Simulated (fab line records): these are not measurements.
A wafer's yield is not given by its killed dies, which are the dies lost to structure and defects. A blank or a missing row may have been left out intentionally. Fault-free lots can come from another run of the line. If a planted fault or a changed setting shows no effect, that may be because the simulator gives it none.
A single fault, viewed from 2 desks	flow n5Finfet	each desk has only its own numbers; what lay behind them comes last

AT THE METROLOGY DESK
What the gauges read for every lot (on any tool): the sampled wafers with a number, averaged. If a lot's mean is further than 4 standard deviations from the usual mean, the lot is out of limits and carries the mark OUT (the distance appears in the brackets). Only the readings that lie furthest out on some lot appear, 7 of the 10 it has.
Columns: A = DIBL_N at N5_BEOL_M4_RC_MEAS_101, usual 35.9 mV/V; B = IOFF_P at N5_BEOL_M4_RC_MEAS_101, usual 0.21 nA/um; C = ION_N at N5_BEOL_M4_RC_MEAS_101, usual 672 uA/um; D = ION_P at N5_BEOL_M4_RC_MEAS_101, usual 462 uA/um; E = SS_P at N5_BEOL_M4_RC_MEAS_101, usual 73.2 mV/dec; F = VT_N at N5_BEOL_M4_RC_MEAS_101, usual 250 mV; G = VT_P at N5_BEOL_M4_RC_MEAS_101, usual -250 mV
lot	first seen here	A	B	C	D	E	F	G
L866	day 8 16:59	32.9	0.14	647	444	72.9	257	-258
L871	day 9 11:01	35.1	0.20	673	459	72.8	249	-251
L868	day 9 12:59	36.7	0.21	664	460	73.2	252	-250
L881	day 11 21:08	38.2	0.25	680	470	73.9	246	-249
L880	day 12 00:19	35.2	0.20	670	465	73.2	252	-250
L884	day 13 07:49	36.2	0.24	682	471	73.2	246	-247
L886	day 13 22:01	37.3	0.23	682	467	74.2	249	-248
L885	day 13 22:16	36.2	0.21	667	457	73.3	251	-249
L887	day 14 01:53	36.1	0.22	682	474	72.7	251	-248
This desk's finding: nothing out of limits on any of the 9 lots.

THE TOOL OWNER'S DESK: vaporEtch-02
The tool's own readings at N5_FIN_SAQP_RECESS_71 (chemistry HF/NH3, target SiO2, target depth 3 nm, afs cycles 1, sublimation time 60 s): means of the sampled wafers that have a number, for each lot that ran on this tool. If a lot's mean is further than 4 standard deviations from the usual mean, the lot is out of limits and carries the mark OUT (the distance appears in the brackets).
Columns: A = drypumpMotorCurrentA at N5_FIN_SAQP_RECESS_71, usual 5.6 A
lot	first seen here	A
L871	day 3 20:17	5.4
L885	day 7 07:36	5.7
L887	day 7 19:46	5.7
This desk's finding: nothing out of limits on any of the 3 lots.

TAKEN TOGETHER
At the metrology desk, nothing out of limits was observed.
The desk of the tool owner found nothing out of limits.

WHAT HAD BEEN PUT IN BY THE SIMULATOR
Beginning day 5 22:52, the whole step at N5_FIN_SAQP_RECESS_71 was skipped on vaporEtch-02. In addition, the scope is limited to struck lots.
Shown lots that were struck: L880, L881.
